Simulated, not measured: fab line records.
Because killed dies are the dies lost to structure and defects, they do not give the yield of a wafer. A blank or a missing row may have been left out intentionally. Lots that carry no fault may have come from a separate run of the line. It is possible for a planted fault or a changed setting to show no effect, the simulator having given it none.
fab line records / flow n5_finfet
[record] lots = 11 wafers = 33 last_day = 18
route steps=1938 shown BEOL_M6@1194 BEOL_M14@1736 PASSIVATION@1936
lots that met no fault: taken from a fault-free run of the same line
start_h: the number of hours between the record's first day and the start of the first shown wafer of the lot / wait_h: how many hours have passed since the lot's step before this one / " identical to the entry in the row above / L1.1+2: a row that stands for several wafers / - either no value or no given start / * or withheld: withheld / < > ~ a bound
route shown NAME@n: NAME is a module with steps in the file, n the number in the route of the first one / usual: mean/standard deviation of fault-free wafers / same: alike in all rows / chamber/n: place in a boat / sites: each site's reading / _std_site: how widely they spread, as a standard deviation / _edge_site: the outer-site mean with the inner-site mean subtracted / radius_mm: how far each site lies from the wafer's centre / mask NAME#n: copy n / behind: the last tool/chamber to shape the wafer / hold: what put the lot on hold/how long, in hours/how the hold closed / device: names the non-switching transistor (n, p or np) / end of line: at the end of the route, the tests of the same wafers / step lacking rows: just its recipe / killed: the dies lost at the first sort to structure and to defects; this is not the yield of the wafer / map: shows each die of a wafer: x if killed, . if not, _ if none is there
set.NAME: the run value of the setting; set.NAME@STEP: its run value at that earlier step / model.NAME: the simulator's own value behind a step, which no gauge read
route steps across a sampled set of lots; one table per step, one row per wafer
services: a tool's chamber out of use, with start hour (start_h, from the record's first day; less than 0 if before it), hours out, and reason
[[steps]]
[step N5_BEOL_M6_ILD_DEP_00]
[recipe] material = SiCOH_lowk target_thk_a = 1797.5 temp_c = 300 precursor = DEMS/porogen pressure_torr = 5 rf_w = 500 time_s = 33.4
[usual] heater_power_outer_w = 139/36 heater_power_w = 310/53 showerhead_plenum_p_Torr = 5.744/0.015 showerhead_vpp_V = 1399/23 throttle_valve_pct = 13.8/0.47
lot.wafer=L626.2 tool=pecvd-01 chamber=0 start_h=187.60 wait_h=0.0 heater_power_outer_w=165 heater_power_w=336 showerhead_plenum_p_Torr=5.718 showerhead_vpp_V=1394 throttle_valve_pct=14.2
lot.wafer=L626.3 tool=pecvd-01 chamber=2 start_h=187.60 wait_h=0.0 heater_power_outer_w=118 heater_power_w=276 showerhead_plenum_p_Torr=5.753 showerhead_vpp_V=1421 throttle_valve_pct=13.6
lot.wafer=L626.6 tool=pecvd-01 chamber=1 start_h=187.60 wait_h=0.0 heater_power_outer_w=173 heater_power_w=374 showerhead_plenum_p_Torr=5.748 showerhead_vpp_V=1439 throttle_valve_pct=14.0
lot.wafer=L628.2 tool=pecvd-01 chamber=2 start_h=192.81 wait_h=0.0 heater_power_outer_w=119 heater_power_w=267 showerhead_plenum_p_Torr=5.752 showerhead_vpp_V=1411 throttle_valve_pct=13.5
lot.wafer=L628.5 tool=pecvd-01 chamber=0 start_h=192.81 wait_h=0.0 heater_power_outer_w=198 heater_power_w=377 showerhead_plenum_p_Torr=5.727 showerhead_vpp_V=1379 throttle_valve_pct=14.3
lot.wafer=L628.6 tool=pecvd-01 chamber=1 start_h=192.81 wait_h=0.0 heater_power_outer_w=173 heater_power_w=371 showerhead_plenum_p_Torr=5.747 showerhead_vpp_V=1439 throttle_valve_pct=14.0
lot.wafer=L627.1 tool=pecvd-01 chamber=0 start_h=198.74 wait_h=0.0 heater_power_outer_w=191 heater_power_w=386 showerhead_plenum_p_Torr=5.727 showerhead_vpp_V=1383 throttle_valve_pct=14.2
lot.wafer=L627.2 tool=pecvd-01 chamber=1 start_h=198.74 wait_h=0.0 heater_power_outer_w=177 heater_power_w=374 showerhead_plenum_p_Torr=5.749 showerhead_vpp_V=1438 throttle_valve_pct=13.8
lot.wafer=L627.5 tool=pecvd-01 chamber=1 start_h=198.74 wait_h=0.0 heater_power_outer_w=179 heater_power_w=376 showerhead_plenum_p_Torr=5.755 showerhead_vpp_V=1448 throttle_valve_pct=13.6
lot.wafer=L629.1 tool=pecvd-01 chamber=0 start_h=210.09 wait_h=0.0 heater_power_outer_w=168 heater_power_w=339 showerhead_plenum_p_Torr=5.739 showerhead_vpp_V=1395 throttle_valve_pct=14.2
lot.wafer=L629.5 tool=pecvd-01 chamber=0 start_h=210.09 wait_h=0.0 heater_power_outer_w=174 heater_power_w=351 showerhead_plenum_p_Torr=5.714 showerhead_vpp_V=1405 throttle_valve_pct=14.3
lot.wafer=L629.6 tool=pecvd-01 chamber=2 start_h=210.09 wait_h=0.0 heater_power_outer_w=131 heater_power_w=295 showerhead_plenum_p_Torr=5.753 showerhead_vpp_V=1435 throttle_valve_pct=13.7
lot.wafer=L631.3 tool=pecvd-01 chamber=0 start_h=217.20 wait_h=0.0 heater_power_outer_w=200 heater_power_w=391 showerhead_plenum_p_Torr=5.728 showerhead_vpp_V=1408 throttle_valve_pct=14.3
lot.wafer=L631.4 tool=pecvd-01 chamber=0 start_h=217.20 wait_h=0.0 heater_power_outer_w=140 heater_power_w=305 showerhead_plenum_p_Torr=5.720 showerhead_vpp_V=1390 throttle_valve_pct=14.4
lot.wafer=L631.6 tool=pecvd-01 chamber=2 start_h=217.20 wait_h=0.0 heater_power_outer_w=121 heater_power_w=265 showerhead_plenum_p_Torr=5.739 showerhead_vpp_V=1435 throttle_valve_pct=13.5
lot.wafer=L632.3 tool=pecvd-01 chamber=0 start_h=224.18 wait_h=0.1 heater_power_outer_w=171 heater_power_w=355 showerhead_plenum_p_Torr=5.720 showerhead_vpp_V=1388 throttle_valve_pct=13.9
lot.wafer=L632.4 tool=pecvd-01 chamber=2 start_h=224.18 wait_h=0.1 heater_power_outer_w=128 heater_power_w=278 showerhead_plenum_p_Torr=5.747 showerhead_vpp_V=1429 throttle_valve_pct=13.9
lot.wafer=L632.5 tool=pecvd-01 chamber=2 start_h=224.18 wait_h=0.1 heater_power_outer_w=128 heater_power_w=290 showerhead_plenum_p_Torr=5.747 showerhead_vpp_V=1413 throttle_valve_pct=13.8
lot.wafer=L633.2 tool=pecvd-03 chamber=0 start_h=225.87 wait_h=0.0 heater_power_outer_w=58 heater_power_w=204 showerhead_plenum_p_Torr=5.760 showerhead_vpp_V=1373 throttle_valve_pct=13.7
lot.wafer=L633.4 tool=pecvd-03 chamber=0 start_h=225.87 wait_h=0.0 heater_power_outer_w=64 heater_power_w=206 showerhead_plenum_p_Torr=5.748 showerhead_vpp_V=1347 throttle_valve_pct=13.9
lot.wafer=L633.5 tool=pecvd-03 chamber=1 start_h=225.87 wait_h=0.0 heater_power_outer_w=148 heater_power_w=338 showerhead_plenum_p_Torr=5.766 showerhead_vpp_V=1382 throttle_valve_pct=13.5
lot.wafer=L634.1 tool=pecvd-01 chamber=0 start_h=226.12 wait_h=0.0 heater_power_outer_w=163 heater_power_w=335 showerhead_plenum_p_Torr=5.720 showerhead_vpp_V=1404 throttle_valve_pct=14.4
lot.wafer=L634.2 tool=pecvd-01 chamber=1 start_h=226.12 wait_h=0.0 heater_power_outer_w=153 heater_power_w=353 showerhead_plenum_p_Torr=5.750 showerhead_vpp_V=1402 throttle_valve_pct=14.0
lot.wafer=L634.5 tool=pecvd-01 chamber=0 start_h=226.12 wait_h=0.0 heater_power_outer_w=174 heater_power_w=351 showerhead_plenum_p_Torr=5.738 showerhead_vpp_V=1384 throttle_valve_pct=14.2
lot.wafer=L636.2 tool=pecvd-03 chamber=0 start_h=250.38 wait_h=0.0 heater_power_outer_w=74 heater_power_w=223 showerhead_plenum_p_Torr=5.736 showerhead_vpp_V=1378 throttle_valve_pct=13.6
lot.wafer=L636.4 tool=pecvd-03 chamber=0 start_h=250.38 wait_h=0.0 heater_power_outer_w=76 heater_power_w=227 showerhead_plenum_p_Torr=5.748 showerhead_vpp_V=1389 throttle_valve_pct=13.8
lot.wafer=L636.6 tool=pecvd-03 chamber=0 start_h=250.38 wait_h=0.0 heater_power_outer_w=78 heater_power_w=233 showerhead_plenum_p_Torr=5.740 showerhead_vpp_V=1399 throttle_valve_pct=13.7
lot.wafer=L638.3 tool=pecvd-03 chamber=1 start_h=274.94 wait_h=0.0 heater_power_outer_w=130 heater_power_w=323 showerhead_plenum_p_Torr=5.753 showerhead_vpp_V=1379 throttle_valve_pct=13.4
lot.wafer=L638.4 tool=pecvd-03 chamber=0 start_h=274.94 wait_h=0.0 heater_power_outer_w=58 heater_power_w=207 showerhead_plenum_p_Torr=5.744 showerhead_vpp_V=1400 throttle_valve_pct=13.7
lot.wafer=L638.6 tool=pecvd-03 chamber=2 start_h=274.94 wait_h=0.0 heater_power_outer_w=149 heater_power_w=290 showerhead_plenum_p_Torr=5.760 showerhead_vpp_V=1388 throttle_valve_pct=12.6
lot.wafer=L647.2 tool=pecvd-01 chamber=2 start_h=345.15 wait_h=0.0 heater_power_outer_w=102 heater_power_w=251 showerhead_plenum_p_Torr=5.754 showerhead_vpp_V=1420 throttle_valve_pct=14.2
lot.wafer=L647.3 tool=pecvd-01 chamber=1 start_h=345.15 wait_h=0.0 heater_power_outer_w=131 heater_power_w=316 showerhead_plenum_p_Torr=5.742 showerhead_vpp_V=1425 throttle_valve_pct=13.9
lot.wafer=L647.4 tool=pecvd-01 chamber=1 start_h=345.15 wait_h=0.0 heater_power_outer_w=138 heater_power_w=330 showerhead_plenum_p_Torr=5.740 showerhead_vpp_V=1442 throttle_valve_pct=13.9
[step N5_BEOL_M14_CD_MEAS_17]
[recipe] target_cd_nm = 250 polarity = opening
[usual] cd_nm = 251.2/1.9
lot.wafer=L628.2 tool=cd_sem-03 chamber=- start_h=260.80 wait_h=0.0 cd_nm=248.6
lot.wafer=L628.5 tool=cd_sem-03 chamber=- start_h=260.80 wait_h=0.0 cd_nm=248.6
lot.wafer=L628.6 tool=cd_sem-03 chamber=- start_h=260.80 wait_h=0.0 cd_nm=253.2
lot.wafer=L626.2 tool=cd_sem-01 chamber=- start_h=262.59 wait_h=0.0 cd_nm=251.4
lot.wafer=L626.3 tool=cd_sem-01 chamber=- start_h=262.59 wait_h=0.0 cd_nm=248.2
lot.wafer=L626.6 tool=cd_sem-01 chamber=- start_h=262.59 wait_h=0.0 cd_nm=254.4
lot.wafer=L627.1 tool=cd_sem-03 chamber=- start_h=262.83 wait_h=0.0 cd_nm=253.9
lot.wafer=L627.2 tool=cd_sem-03 chamber=- start_h=262.83 wait_h=0.0 cd_nm=248.9
lot.wafer=L627.5 tool=cd_sem-03 chamber=- start_h=262.83 wait_h=0.0 cd_nm=248.4
lot.wafer=L629.1 tool=cd_sem-01 chamber=- start_h=276.37 wait_h=0.0 cd_nm=250.2
lot.wafer=L629.5 tool=cd_sem-01 chamber=- start_h=276.37 wait_h=0.0 cd_nm=252.7
lot.wafer=L629.6 tool=cd_sem-01 chamber=- start_h=276.37 wait_h=0.0 cd_nm=253.1
lot.wafer=L631.3 tool=cd_sem-02 chamber=- start_h=292.78 wait_h=0.0 cd_nm=250.4
lot.wafer=L631.4 tool=cd_sem-02 chamber=- start_h=292.78 wait_h=0.0 cd_nm=253.0
lot.wafer=L631.6 tool=cd_sem-02 chamber=- start_h=292.78 wait_h=0.0 cd_nm=254.0
lot.wafer=L633.2 tool=cd_sem-03 chamber=- start_h=295.60 wait_h=0.0 cd_nm=254.1
lot.wafer=L633.4 tool=cd_sem-03 chamber=- start_h=295.60 wait_h=0.0 cd_nm=254.3
lot.wafer=L633.5 tool=cd_sem-03 chamber=- start_h=295.60 wait_h=0.0 cd_nm=251.8
lot.wafer=L632.3 tool=cd_sem-02 chamber=- start_h=296.36 wait_h=0.0 cd_nm=249.9
lot.wafer=L632.4 tool=cd_sem-02 chamber=- start_h=296.36 wait_h=0.0 cd_nm=249.3
lot.wafer=L632.5 tool=cd_sem-02 chamber=- start_h=296.36 wait_h=0.0 cd_nm=250.9
lot.wafer=L634.1 tool=cd_sem-02 chamber=- start_h=300.30 wait_h=0.0 cd_nm=251.3
lot.wafer=L634.2 tool=cd_sem-02 chamber=- start_h=300.30 wait_h=0.0 cd_nm=251.1
lot.wafer=L634.5 tool=cd_sem-02 chamber=- start_h=300.30 wait_h=0.0 cd_nm=252.1
lot.wafer=L636.2 tool=cd_sem-01 chamber=- start_h=312.60 wait_h=0.0 cd_nm=254.0
lot.wafer=L636.4 tool=cd_sem-01 chamber=- start_h=312.60 wait_h=0.0 cd_nm=249.6
lot.wafer=L636.6 tool=cd_sem-01 chamber=- start_h=312.60 wait_h=0.0 cd_nm=250.6
lot.wafer=L638.3 tool=cd_sem-02 chamber=- start_h=347.01 wait_h=0.0 cd_nm=254.3
lot.wafer=L638.4 tool=cd_sem-02 chamber=- start_h=347.01 wait_h=0.0 cd_nm=255.2
lot.wafer=L638.6 tool=cd_sem-02 chamber=- start_h=347.01 wait_h=0.0 cd_nm=254.0
lot.wafer=L647.2 tool=cd_sem-01 chamber=- start_h=416.01 wait_h=0.0 cd_nm=252.9
lot.wafer=L647.3 tool=cd_sem-01 chamber=- start_h=416.01 wait_h=0.0 cd_nm=252.3
lot.wafer=L647.4 tool=cd_sem-01 chamber=- start_h=416.01 wait_h=0.0 cd_nm=252.0
[step N5_BEOL_M14_ETCH_38]
[recipe] chemistry = CF4/N2 target = SiCN target_depth_a = 1065 taper_deg = 2 time_s = 120.6 ion_energy_ev = 150 mask_material = SiO2 pressure_mtorr = 40 source_w = 430 bias_w = 70 Ar_flow_sccm = 100 cf4_flow_sccm = 60 n2_flow_sccm = 60
[usual] drypump_motor_current_A = 5.6/0.45 mfc_ar_sccm = 100.01/0.3 oes_product_au = 0.79/0.079 rf_vpp_V = 382.2/2.2 showerhead_plenum_p_Torr = 2.21/0.082 throttle_valve_pct = 15.45/0.26
lot.wafer=L628.2 tool=rie_diel-05 chamber=0 start_h=- wait_h=- drypump_motor_current_A=6.4 mfc_ar_sccm=100.07 oes_product_au=0.71 rf_hours_counter_h=201 rf_vpp_V=379.8 showerhead_plenum_p_Torr=2.10 throttle_valve_pct=15.50
lot.wafer=L628.5 tool=rie_diel-05 chamber=0 start_h=- wait_h=- drypump_motor_current_A=6.4 mfc_ar_sccm=100.19 oes_product_au=0.71 rf_hours_counter_h=- rf_vpp_V=380.0 showerhead_plenum_p_Torr=2.10 throttle_valve_pct=15.50
lot.wafer=L628.6 tool=rie_diel-05 chamber=1 start_h=- wait_h=- drypump_motor_current_A=5.2 mfc_ar_sccm=99.74 oes_product_au=0.91 rf_hours_counter_h=- rf_vpp_V=382.8 showerhead_plenum_p_Torr=2.25 throttle_valve_pct=15.45
lot.wafer=L626.2 tool=rie_diel-04 chamber=0 start_h=- wait_h=- drypump_motor_current_A=4.8 mfc_ar_sccm=99.83 oes_product_au=0.79 rf_hours_counter_h=109 rf_vpp_V=381.9 showerhead_plenum_p_Torr=2.22 throttle_valve_pct=15.24
lot.wafer=L626.3 tool=rie_diel-04 chamber=3 start_h=- wait_h=- drypump_motor_current_A=5.8 mfc_ar_sccm=99.54 oes_product_au=0.75 rf_hours_counter_h=188 rf_vpp_V=379.5 showerhead_plenum_p_Torr=2.11 throttle_valve_pct=15.70
lot.wafer=L626.6 tool=rie_diel-04 chamber=0 start_h=- wait_h=- drypump_motor_current_A=4.7 mfc_ar_sccm=99.80 oes_product_au=0.78 rf_hours_counter_h=- rf_vpp_V=381.8 showerhead_plenum_p_Torr=2.22 throttle_valve_pct=15.25
lot.wafer=L627.1 tool=rie_diel-06 chamber=3 start_h=- wait_h=- drypump_motor_current_A=6.0 mfc_ar_sccm=100.10 oes_product_au=0.76 rf_hours_counter_h=155 rf_vpp_V=384.2 showerhead_plenum_p_Torr=2.30 throttle_valve_pct=15.61
lot.wafer=L627.2 tool=rie_diel-06 chamber=2 start_h=- wait_h=- drypump_motor_current_A=4.9 mfc_ar_sccm=100.01 oes_product_au=0.97 rf_hours_counter_h=13 rf_vpp_V=380.9 showerhead_plenum_p_Torr=2.17 throttle_valve_pct=14.80
lot.wafer=L627.5 tool=rie_diel-06 chamber=1 start_h=- wait_h=- drypump_motor_current_A=5.8 mfc_ar_sccm=100.10 oes_product_au=0.73 rf_hours_counter_h=- rf_vpp_V=379.2 showerhead_plenum_p_Torr=2.12 throttle_valve_pct=15.58
lot.wafer=L629.1 tool=rie_diel-04 chamber=0 start_h=- wait_h=- drypump_motor_current_A=4.8 mfc_ar_sccm=99.78 oes_product_au=0.79 rf_hours_counter_h=115 rf_vpp_V=382.0 showerhead_plenum_p_Torr=2.21 throttle_valve_pct=15.27
lot.wafer=L629.5 tool=rie_diel-04 chamber=3 start_h=- wait_h=- drypump_motor_current_A=5.8 mfc_ar_sccm=99.84 oes_product_au=0.75 rf_hours_counter_h=- rf_vpp_V=380.7 showerhead_plenum_p_Torr=2.11 throttle_valve_pct=15.72
lot.wafer=L629.6 tool=rie_diel-04 chamber=2 start_h=- wait_h=- drypump_motor_current_A=5.8 mfc_ar_sccm=99.52 oes_product_au=0.79 rf_hours_counter_h=- rf_vpp_V=381.7 showerhead_plenum_p_Torr=2.22 throttle_valve_pct=15.56
lot.wafer=L631.3 tool=rie_diel-05 chamber=3 start_h=- wait_h=- drypump_motor_current_A=5.5 mfc_ar_sccm=99.64 oes_product_au=0.93 rf_hours_counter_h=11 rf_vpp_V=382.8 showerhead_plenum_p_Torr=2.24 throttle_valve_pct=15.31
lot.wafer=L631.4 tool=rie_diel-05 chamber=0 start_h=- wait_h=- drypump_motor_current_A=6.4 mfc_ar_sccm=100.48 oes_product_au=0.69 rf_hours_counter_h=211 rf_vpp_V=377.5 showerhead_plenum_p_Torr=2.10 throttle_valve_pct=15.52
lot.wafer=L631.6 tool=rie_diel-05 chamber=3 start_h=- wait_h=- drypump_motor_current_A=5.6 mfc_ar_sccm=99.93 oes_product_au=0.93 rf_hours_counter_h=- rf_vpp_V=383.6 showerhead_plenum_p_Torr=2.24 throttle_valve_pct=15.34
lot.wafer=L633.2 tool=rie_diel-04 chamber=3 start_h=- wait_h=- drypump_motor_current_A=5.8 mfc_ar_sccm=99.61 oes_product_au=0.75 rf_hours_counter_h=200 rf_vpp_V=378.9 showerhead_plenum_p_Torr=2.10 throttle_valve_pct=15.72
lot.wafer=L633.4 tool=rie_diel-04 chamber=1 start_h=- wait_h=- drypump_motor_current_A=5.9 mfc_ar_sccm=100.08 oes_product_au=0.70 rf_hours_counter_h=219 rf_vpp_V=385.0 showerhead_plenum_p_Torr=2.26 throttle_valve_pct=15.30
lot.wafer=L633.5 tool=rie_diel-04 chamber=3 start_h=- wait_h=- drypump_motor_current_A=5.8 mfc_ar_sccm=100.24 oes_product_au=0.75 rf_hours_counter_h=- rf_vpp_V=380.4 showerhead_plenum_p_Torr=2.10 throttle_valve_pct=15.74
lot.wafer=L632.3 tool=rie_diel-05 chamber=1 start_h=- wait_h=- drypump_motor_current_A=5.2 mfc_ar_sccm=100.85 oes_product_au=0.89 rf_hours_counter_h=40 rf_vpp_V=382.0 showerhead_plenum_p_Torr=2.25 throttle_valve_pct=15.46
lot.wafer=L632.4 tool=rie_diel-05 chamber=0 start_h=- wait_h=- drypump_motor_current_A=6.4 mfc_ar_sccm=100.49 oes_product_au=0.69 rf_hours_counter_h=212 rf_vpp_V=379.7 showerhead_plenum_p_Torr=2.10 throttle_valve_pct=15.55
lot.wafer=L632.5 tool=rie_diel-05 chamber=2 start_h=- wait_h=- drypump_motor_current_A=5.2 mfc_ar_sccm=100.67 oes_product_au=0.88 rf_hours_counter_h=- rf_vpp_V=386.5 showerhead_plenum_p_Torr=2.32 throttle_valve_pct=15.09
lot.wafer=L634.1 tool=rie_diel-04 chamber=2 start_h=- wait_h=- drypump_motor_current_A=5.8 mfc_ar_sccm=100.29 oes_product_au=0.78 rf_hours_counter_h=127 rf_vpp_V=381.4 showerhead_plenum_p_Torr=2.22 throttle_valve_pct=15.58
lot.wafer=L634.2 tool=rie_diel-04 chamber=3 start_h=- wait_h=- drypump_motor_current_A=5.8 mfc_ar_sccm=99.60 oes_product_au=0.75 rf_hours_counter_h=200 rf_vpp_V=379.9 showerhead_plenum_p_Torr=2.10 throttle_valve_pct=15.74
lot.wafer=L634.5 tool=rie_diel-04 chamber=1 start_h=- wait_h=- drypump_motor_current_A=5.9 mfc_ar_sccm=99.91 oes_product_au=0.70 rf_hours_counter_h=- rf_vpp_V=384.9 showerhead_plenum_p_Torr=2.26 throttle_valve_pct=15.30
lot.wafer=L636.2 tool=rie_diel-05 chamber=0 start_h=- wait_h=- drypump_motor_current_A=6.5 mfc_ar_sccm=100.17 oes_product_au=0.69 rf_hours_counter_h=217 rf_vpp_V=377.5 showerhead_plenum_p_Torr=2.10 throttle_valve_pct=15.55
lot.wafer=L636.4 tool=rie_diel-05 chamber=0 start_h=- wait_h=- drypump_motor_current_A=6.5 mfc_ar_sccm=100.38 oes_product_au=0.69 rf_hours_counter_h=- rf_vpp_V=378.6 showerhead_plenum_p_Torr=2.10 throttle_valve_pct=15.55
lot.wafer=L636.6 tool=rie_diel-05 chamber=1 start_h=- wait_h=- drypump_motor_current_A=5.2 mfc_ar_sccm=100.41 oes_product_au=0.87 rf_hours_counter_h=- rf_vpp_V=382.4 showerhead_plenum_p_Torr=2.25 throttle_valve_pct=15.47
lot.wafer=L638.3 tool=rie_diel-06 chamber=1 start_h=- wait_h=- drypump_motor_current_A=5.8 mfc_ar_sccm=99.65 oes_product_au=0.71 rf_hours_counter_h=200 rf_vpp_V=380.0 showerhead_plenum_p_Torr=2.11 throttle_valve_pct=15.65
lot.wafer=L638.4 tool=rie_diel-06 chamber=2 start_h=- wait_h=- drypump_motor_current_A=4.9 mfc_ar_sccm=100.23 oes_product_au=0.91 rf_hours_counter_h=43 rf_vpp_V=381.3 showerhead_plenum_p_Torr=2.15 throttle_valve_pct=14.85
lot.wafer=L638.6 tool=rie_diel-06 chamber=3 start_h=- wait_h=- drypump_motor_current_A=6.0 mfc_ar_sccm=99.83 oes_product_au=0.74 rf_hours_counter_h=- rf_vpp_V=383.4 showerhead_plenum_p_Torr=2.29 throttle_valve_pct=15.65
lot.wafer=L647.2 tool=rie_diel-06 chamber=2 start_h=- wait_h=- drypump_motor_current_A=4.9 mfc_ar_sccm=99.90 oes_product_au=0.87 rf_hours_counter_h=63 rf_vpp_V=380.4 showerhead_plenum_p_Torr=2.15 throttle_valve_pct=14.91
lot.wafer=L647.3 tool=rie_diel-06 chamber=3 start_h=- wait_h=- drypump_motor_current_A=6.0 mfc_ar_sccm=100.19 oes_product_au=0.73 rf_hours_counter_h=197 rf_vpp_V=384.0 showerhead_plenum_p_Torr=2.28 throttle_valve_pct=15.68
lot.wafer=L647.4 tool=rie_diel-06 chamber=0 start_h=- wait_h=- drypump_motor_current_A=5.8 mfc_ar_sccm=100.30 oes_product_au=0.81 rf_hours_counter_h=108 rf_vpp_V=385.5 showerhead_plenum_p_Torr=2.33 throttle_valve_pct=15.61
[step N5_PASSIVATION_PROBE_49]
[usual] defect_limited_yield = 91.0/1.6 killed_at_M0_to_M3 = 35/11 killed_at_M4_up = 14/5.3 killed_at_contacts = 13/6.7 killed_at_front_end = 41/12 killed_at_other = 3.9/2.7 killed_dies = 106/19 killed_on_rim = 14/4 killed_open = 70/14 killed_short = 35/8.8 sort_bin_4_leakage = 0.01/0.058 sort_bin_5_function = 5.3/1 sort_bin_6_memory = 3.3/0.81 sort_n_pass = 1073/19 sort_yield_pct = 91.0/1.6
[same] gross_dies = 1180 killed_at_back_side = 0 sort_bin_8_speed[%] = 0
lot.wafer=L647.2 tool=prober-01 chamber=- start_h=442.37 wait_h=0.1 defect_limited_yield[%]=87.8 killed_at_M0_to_M3=32 killed_at_M4_up=66 killed_at_contacts=8 killed_at_front_end=34 killed_at_other=4 killed_dies=144 killed_on_rim=24 killed_open=62 killed_short=33 sort_bin_4_leakage[%]=0 sort_bin_5_function[%]=7.1 sort_bin_6_memory[%]=4.0 sort_n_pass=1036 sort_yield_pct[%]=87.8
lot.wafer=L647.3 tool=prober-01 chamber=- start_h=442.42 wait_h=0.1 defect_limited_yield[%]=85.2 killed_at_M0_to_M3=35 killed_at_M4_up=103 killed_at_contacts=8 killed_at_front_end=23 killed_at_other=6 killed_dies=175 killed_on_rim=24 killed_open=69 killed_short=24 sort_bin_4_leakage[%]=0 sort_bin_5_function[%]=10.1 sort_bin_6_memory[%]=3.6 sort_n_pass=1005 sort_yield_pct[%]=85.2
lot.wafer=L647.4 tool=prober-01 chamber=- start_h=442.47 wait_h=0.2 defect_limited_yield[%]=82.5 killed_at_M0_to_M3=40 killed_at_M4_up=97 killed_at_contacts=19 killed_at_front_end=46 killed_at_other=4 killed_dies=206 killed_on_rim=29 killed_open=85 killed_short=39 sort_bin_4_leakage[%]=0 sort_bin_5_function[%]=11.2 sort_bin_6_memory[%]=4.6 sort_n_pass=974 sort_yield_pct[%]=82.5
// killed by level:class
L647.2 BEOL_M6:unspecified=48 BEOL_M4:geometric_particle:open=11 BEOL_M1:geometric_particle:open=10 FIN_SAQP:geometric_particle:short=7 BEOL_M3:geometric_particle:open=7 BEOL_M2:geometric_particle:open=6 DUMMY_GATE:geometric_particle:open=5 MOL_CONTACT_COAG:geometric_particle:short=5
L647.3 BEOL_M6:unspecified=81 BEOL_M4:geometric_particle:open=18 BEOL_M3:geometric_particle:open=12 MOL_CONTACT_COAG:geometric_particle:open=8 BEOL_M0_SAQP:geometric_particle:short=6 BEOL_M1:geometric_particle:open=6 FIN_SAQP:geometric_particle:short=5 STI_FIN_REVEAL:geometric_particle:open=4
L647.4 BEOL_M6:unspecified=79 STI_FIN_REVEAL:geometric_particle:open=12 MOL_CONTACT_COAG:geometric_particle:open=11 BEOL_M3:geometric_particle:open=10 BEOL_M4:geometric_particle:open=10 FIN_SAQP:geometric_particle:open=9 BEOL_M1:geometric_particle:open=9 MOL_CONTACT_COAG:geometric_particle:short=8
[[services]]
tool=pecvd-03 chamber=- start_h=168.63 hours=2.8 kind=repair
tool=rie_diel-05 chamber=1 start_h=182.10 hours=- kind=clean
tool=rie_diel-05 chamber=1 start_h=182.10 hours=- kind=consumable_replace:focus_ring
tool=rie_diel-05 chamber=1 start_h=182.10 hours=14.4 kind=scheduled_down
tool=rie_diel-05 chamber=1 start_h=182.10 hours=14.4 kind=vent_cycle
tool=rie_diel-05 chamber=2 start_h=186.93 hours=18.4 kind=repair
tool=rie_diel-06 chamber=1 start_h=194.90 hours=14.0 kind=repair
tool=rie_diel-04 chamber=2 start_h=221.50 hours=5.6 kind=repair
tool=pecvd-03 chamber=2 start_h=222.84 hours=7.1 kind=repair
tool=pecvd-01 chamber=1 start_h=223.94 hours=2.1 kind=scheduled_down
tool=rie_diel-04 chamber=2 start_h=227.60 hours=7.5 kind=repair
tool=pecvd-01 chamber=1 start_h=231.76 hours=22.7 kind=repair
tool=rie_diel-05 chamber=3 start_h=240.19 hours=- kind=clean
tool=rie_diel-04 chamber=- start_h=246.59 hours=4.3 kind=pm
tool=rie_diel-04 chamber=3 start_h=270.27 hours=1.4 kind=repair
tool=rie_diel-05 chamber=1 start_h=276.52 hours=6.8 kind=repair
tool=rie_diel-05 chamber=2 start_h=314.84 hours=9.9 kind=repair
tool=pecvd-03 chamber=- start_h=324.74 hours=0.7 kind=repair
tool=rie_diel-04 chamber=- start_h=349.59 hours=0.2 kind=repair
tool=rie_diel-04 chamber=1 start_h=363.68 hours=6.5 kind=repair
tool=pecvd-01 chamber=2 start_h=372.71 hours=5.5 kind=scheduled_down
tool=rie_diel-05 chamber=3 start_h=386.33 hours=11.0 kind=repair
tool=rie_diel-06 chamber=3 start_h=389.38 hours=10.4 kind=repair
tool=pecvd-01 chamber=- start_h=391.84 hours=0.6 kind=repair
[[key]]
[first_sign] step = N5_PASSIVATION_PROBE_49 reading = killed_at_M4_up direction = up sigmas = 14 usual = 14 struck = 89
[effect] step = N5_PASSIVATION_PROBE_49 reading = defect_limited_yield direction = down sigmas = 3.5 usual = 91.0 struck = 85.2
[more_kills_born_at] N5_BEOL_M6_ILD_DEP_00@pecvd-01 = 208
met_at N5_BEOL_M6_ILD_DEP_00
struck_lots L647
not_acting_at N5_BEOL_M14_CD_MEAS_17,N5_BEOL_M14_ETCH_38
onset_between 226.12 345.15
also_fits time
[fault] kind = chamber_particle_source tool = pecvd-01 chamber = - onset_h = 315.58 steps = N5_BEOL_M6_ILD_DEP_00 rate_per_visit_cm2 = 0.40244 end_h = 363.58
